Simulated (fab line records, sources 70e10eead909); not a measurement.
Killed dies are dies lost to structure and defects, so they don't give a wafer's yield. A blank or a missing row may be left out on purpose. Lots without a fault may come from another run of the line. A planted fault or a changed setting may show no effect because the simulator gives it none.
Problem report in the 8D (eight disciplines) form, filled by code | flow nand_harc | the parts of the form that need people (team, actions taken, sign-off) are left out

1. THE PROBLEM
killed_at_periphery at NHARC_END_SORT_01 reads a mean of 632.0 on 3 wafers of 2 lots; wafers without a fault read 3.1 with a standard deviation of 2.1. That is +99 or more standard deviations from the usual mean.
First seen on wafer L605.3, day 23 22:02, on prober-02. The record holds 36 wafers of 12 lots with a number at this step. Rule for "out", or "out of limits": more than 4 standard deviations from the usual mean. The other wafers with a number count as sound.

2. WHAT IT IS AND WHAT IT IS NOT
question                    | is                                                                                                                      | is not
which readings at this step | killed_at_periphery, defect_limited_yield, killed_dies, sort_bin_2_pct, sort_n_pass, sort_rim_yield_pct, sort_yield_pct | killed_at_other, killed_open, killed_short
which lots                  | L605, L608                                                                                                              | L587, L588, L590, L591, L592, L593, L594, L595, L596, L610
which wafers of those lots  | L605.3, L608.3, L608.6                                                                                                  | L605.4, L605.6, L608.4
read on which gauges        | prober-01, prober-02                                                                                                    | -
when                        | from day 23 22:02                                                                                                       | up to then (27 sound wafers); but 6 sound wafers of L605, L608, L610 came after

3. SUSPECTS, AND WHAT RULES EACH OUT
Counting: a tool at a process step up to the reading stays a suspect if it ran every lot that is out. Sound lots after the first of them don't rule it out here, since some wafers of a struck lot are sound.
- the gauge at NHARC_END_SORT_01: ruled out. The wafers that are out were read on 2 gauges (prober-01, prober-02).
- pvd_sputter-01 at NHARC_P_M0_PVD_21 (deposits Cu, target thk 30 nm, time 20.49 s): kept. It ran every lot that is out, first L605 (day 10 07:28); its last sound lot up to then is L591 (day 6 18:58).
- cmp-02 at NHARC_A_BONDPAD_CMP_19 (polishes, t overpolish 30 s, cu recess touch 16 s, target thk 169.8 nm): kept. It ran every lot that is out, first L605 (day 22 14:32); its last sound lot up to then is L593 (day 19 07:13).
- rie_diel-07 at NHARC_HYBRID_BOND_ACTIVATE_00 (chemistry N2, time 60 s): kept. It ran every lot that is out, first L605 (day 22 15:08); its last sound lot up to then is L595 (day 19 19:00).
Left after counting: pvd_sputter-01 at NHARC_P_M0_PVD_21, cmp-02 at NHARC_A_BONDPAD_CMP_19, rie_diel-07 at NHARC_HYBRID_BOND_ACTIVATE_00.

4. THE CAUSE (what the simulator had put in)
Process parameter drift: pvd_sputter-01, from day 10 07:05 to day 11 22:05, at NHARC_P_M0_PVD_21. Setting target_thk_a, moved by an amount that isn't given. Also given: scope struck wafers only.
Counting left 3 suspects, and this tool is among them.

5. THE CHAIN OF EFFECTS, in route order
Each row: a reading whose mean over the struck wafers that have a number lies more than 3 standard deviations from the usual. Only readings for which the record gives a usual standard deviation are gone through. hours: the time from each lot's start at the first step in this table that gives one to its start at this step, as a median over the lots. sigmas: the change in usual standard deviations.
hours | step              | reading              | usual  | on struck wafers | change | sigmas
0     | NHARC_END_SORT_01 | defect_limited_yield | 95.6 % | 0.0              | -95.6  | -60
0     | NHARC_END_SORT_01 | killed_at_periphery  | 3.1    | 632.0            | +628.9 | +99 or more
0     | NHARC_END_SORT_01 | killed_dies          | 30     | 677              | +647   | +59
0     | NHARC_END_SORT_01 | sort_bin_2_pct       | 1.3 %  | 95.3             | +94.0  | +99 or more
0     | NHARC_END_SORT_01 | sort_n_pass          | 647    | 0                | -647   | -59
0     | NHARC_END_SORT_01 | sort_rim_yield_pct   | 95.8 % | 0.0              | -95.8  | -35
0     | NHARC_END_SORT_01 | sort_yield_pct       | 95.6 % | 0.0              | -95.6  | -60

6. WHAT WOULD HAVE CAUGHT IT SOONER
In this record the first reading out of limits at a measuring or inspecting step was taken at day 23 22:02, 327 hours after the fault began at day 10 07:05.
Of the tool readings at NHARC_P_M0_PVD_21 for which the record gives a usual standard deviation, none was out on any struck wafer, so an alarm limit of 4 standard deviations on them would not have fired.
All the lots that are out (2) had begun NHARC_P_M0_PVD_21 on pvd_sputter-01 by day 23 22:02. A hold on the tool at that time would have spared none of them.
